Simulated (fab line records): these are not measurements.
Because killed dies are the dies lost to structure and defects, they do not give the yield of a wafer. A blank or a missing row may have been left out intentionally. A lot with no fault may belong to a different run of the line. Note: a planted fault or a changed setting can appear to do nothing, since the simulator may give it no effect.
Code-filled problem report in 8D (eight disciplines) form -- flow n5_finfet -- the parts of the form that need people (team, actions taken, sign-off) are left out

1. WHAT IS WRONG
At N5_BEOL_M9_VIA_ETCH_34, rf_fwd_power_W averages 258.0 W over 2 wafers from 2 lots, while fault-free wafers read 342.0 W, standard deviation 1.3. That puts it -65 standard deviations away from the usual mean.
The step: etches SiCOH lowk in C4F6/O2, target depth 182.4 nm, time 68.4 s.
Seen first at day 12 10:31 on rie_diel-04, wafer L448.3. Wafers with a number at this step in the record: 18, from 6 lots. Rule for "out" (also "out of limits"): further than 4 standard deviations from the usual mean. The other wafers with a number count as sound.

2. WHAT IT IS; WHAT IT IS NOT
question,is,is not
which readings at this step,"rf_fwd_power_W, rf_vpp_V","drypump_motor_current_A, oes_product_au, showerhead_plenum_p_Torr, throttle_valve_pct"
which lots,"L448, L449","L439, L451, L459, L460"
which wafers of those lots,"L448.3, L449.3","L448.1, L448.4, L449.4, L449.6"
read on which tools,rie_diel-04,"rie_diel-02, rie_diel-03"
when,from day 12 10:31,"up to then (5 sound wafers); but 11 sound wafers of L449, L451, L459, L460 came after"

3. THE SUSPECTS, EACH WITH WHAT RULES IT OUT
Counting: a tool at a process step up to the reading stays a suspect if it ran every lot that is out. Sound lots after the first of them don't rule it out here, since some wafers of a struck lot are sound.
- rie_diel-04 at N5_BEOL_M9_DESCUM_33 (chemistry O2, time 7 s): kept. It ran every lot that is out, first L448 (day 12 10:20).
- rie_diel-04 at N5_BEOL_M9_ETCH_76 (etches underlayer in N2/H2, target depth 6.5 nm, time 5.2 s): kept. It ran every lot that is out, first L448 (day 12 10:22).
- rie_diel-04 at N5_BEOL_M9_ETCH_65 (etches SiARC in CF4, target depth 15.6 nm, time 26 s): kept. It ran every lot that is out, first L448 (day 12 10:23).
- rie_diel-04 at N5_BEOL_M9_ETCH_66 (etches SOC in N2/H2, target depth 80 nm, overetch 16 nm, time 120 s): kept. It ran every lot that is out, first L448 (day 12 10:25).
- rie_diel-04 at N5_BEOL_M9_VIA_ETCH_34 (etches SiCOH lowk in C4F6/O2, target depth 182.4 nm, time 68.4 s): kept. It ran every lot that is out, first L448 (day 12 10:31). On those wafers its own readings are out: rf_fwd_power_W, rf_vpp_V.
- rie_diel-04, N5_BEOL_M9_DESCUM_33: wafers that are out in chamber 3, sound lot-mates in chambers 0, 1, 2.
- rie_diel-04, N5_BEOL_M9_ETCH_76: wafers that are out in chamber 3, sound lot-mates in chambers 0, 1, 2.
- rie_diel-04, N5_BEOL_M9_ETCH_65: wafers that are out in chamber 3, sound lot-mates in chambers 0, 1, 2.
- rie_diel-04, N5_BEOL_M9_ETCH_66: wafers that are out in chamber 3, sound lot-mates in chambers 0, 1, 2.
- rie_diel-04, N5_BEOL_M9_VIA_ETCH_34: wafers that are out in chamber 3, sound lot-mates in chambers 0, 1, 2.
Left after counting: rie_diel-04 at N5_BEOL_M9_DESCUM_33, rie_diel-04 at N5_BEOL_M9_ETCH_76, rie_diel-04 at N5_BEOL_M9_ETCH_65, rie_diel-04 at N5_BEOL_M9_ETCH_66, rie_diel-04 at N5_BEOL_M9_VIA_ETCH_34.

4. THE CAUSE (what the simulator had put in)
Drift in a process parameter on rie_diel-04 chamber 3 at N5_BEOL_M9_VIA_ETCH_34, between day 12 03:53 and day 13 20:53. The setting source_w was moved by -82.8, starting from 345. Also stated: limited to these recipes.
Of the 5 suspects that counting leaves, this tool is one.

5. SEQUENCE OF EFFECTS, ordered by route
One row per reading whose mean, taken over the struck wafers that have a number, lies over 3 standard deviations from the usual. Scope: only readings with a usual standard deviation given in the record; hours: median across lots of the time from each lot's start at the first step in this table that gives one to its start at this step; sigmas: change in usual standard deviations.
hours,step,reading,usual,on struck wafers,change,sigmas
0,N5_BEOL_M9_VIA_ETCH_34,rf_fwd_power_W,342.0 W,258.0,-84.0,-65
0,N5_BEOL_M9_VIA_ETCH_34,rf_vpp_V,666 V,760,+94,+7.2
The process steps in it:
- N5_BEOL_M9_VIA_ETCH_34: etches SiCOH lowk in C4F6/O2, target depth 182.4 nm, time 68.4 s.

6. HOW IT WOULD HAVE BEEN CAUGHT EARLIER
The fault began at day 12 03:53; the first out-of-limits reading in this record came at day 12 10:31, 7 hours later.
